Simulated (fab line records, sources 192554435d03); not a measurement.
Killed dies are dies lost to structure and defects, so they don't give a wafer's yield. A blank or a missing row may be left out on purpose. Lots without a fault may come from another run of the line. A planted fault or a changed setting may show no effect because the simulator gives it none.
Chamber matching | flow n5_finfet | N5_STI_FIN_REVEAL_ALD_00 on ald_sin-02: 4 sister chambers
The step deposits SiO2, target thk 1 nm, pulse time 1 s. 4 wafers are shown with their chamber, then 9 later ones without.

WAFERS WITH THEIR CHAMBER
wafer  | chamber | heater_power_w (W)
L087.2 | 3       | 555
L087.4 | 2       | 469
L093.2 | 1       | 434
L093.5 | 0       | 455

WAFERS WITHOUT THEIR CHAMBER
wafer  | heater_power_w (W)
L094.2 | 456
L094.3 | 462
L094.4 | 447
L095.1 | 473
L095.3 | 565
L095.5 | 460
L096.1 | 486
L096.3 | 470
L096.5 | 554

WHICH CHAMBER EACH WENT THROUGH
wafer  | from the rows above          | in truth
L094.2 | can't be placed: 0 or 2      | 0
L094.3 | can't be placed: 0 or 2      | 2
L094.4 | can't be placed: 0 or 1 or 2 | 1
L095.1 | can't be placed: 2 or 0      | 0
L095.3 | 3                            | 3
L095.5 | can't be placed: 0 or 2      | 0
L096.1 | can't be placed: 2 or 0      | 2
L096.3 | can't be placed: 2 or 0      | 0
L096.5 | 3                            | 3
Placed correctly: 2 of 9. Can't be placed from these rows: 7 (the true chamber is among the candidates in 7). Placed wrongly: 0.
How it was worked out, from the rows above alone: a wafer's distance from a chamber is the root of the sum, over the readings, of the square of ((its reading less the chamber's mean) divided by the reading's scatter). The wafer belongs to the nearest chamber; if the next one is less than 2 further off, it can't be placed. A chamber's mean is the mean of its shown wafers. The scatter: with one shown wafer a chamber, the root of the mean of the squares of how far each hidden wafer lies from its nearest shown one.
